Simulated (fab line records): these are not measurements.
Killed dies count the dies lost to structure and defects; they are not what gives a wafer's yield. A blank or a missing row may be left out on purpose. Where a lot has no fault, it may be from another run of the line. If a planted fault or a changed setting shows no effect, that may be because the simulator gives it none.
Matching of chambers + flow n5Finfet + N5_BEOL_M7_ETCH_66 on rieDiel-04 has 4 sister chambers
The step etches SOC in N2/H2, target depth 80 nm, overetch 16 nm, time 120 s. 4 wafers are shown with their chamber, then 7 later ones without.

WAFERS, EACH WITH ITS CHAMBER
| wafer  | chamber | showerheadPlenumPTorr (Torr) |
|--------|---------|------------------------------|
| L650.4 | 3       | 2.58                         |
| L651.2 | 0       | 2.72                         |
| L655.2 | 1       | 2.50                         |
| L655.3 | 2       | 2.66                         |

WAFERS WITH NO CHAMBER GIVEN
| wafer  | showerheadPlenumPTorr (Torr) |
|--------|------------------------------|
| L655.5 | 2.72                         |
| L658.3 | 2.66                         |
| L658.5 | 2.66                         |
| L658.6 | 2.50                         |
| L661.1 | 2.50                         |
| L661.2 | 2.71                         |
| L661.5 | 2.66                         |

WHICH CHAMBER EACH ONE RAN IN
| wafer  | from the rows above | in truth |
|--------|---------------------|----------|
| L655.5 | 0                   | 0        |
| L658.3 | 2                   | 2        |
| L658.5 | 2                   | 2        |
| L658.6 | 1                   | 1        |
| L661.1 | 1                   | 1        |
| L661.2 | 0                   | 0        |
| L661.5 | 2                   | 2        |
Correctly placed: 7 of 7. From these rows, 0 cannot be placed. Number placed wrongly: 0.
How it was worked out, from the rows above alone: a wafer's distance from a chamber is the root of the sum, over the readings, of the square of ((its reading less the chamber's mean) divided by the reading's scatter). If the next closest chamber is less than 2 further off than the closest, the wafer can't be placed; otherwise it belongs to the closest. Each chamber's mean is taken over the wafers shown for it. The scatter (one wafer shown for each chamber): square how far every hidden wafer sits from the nearest shown wafer, average those squares and take the square root.
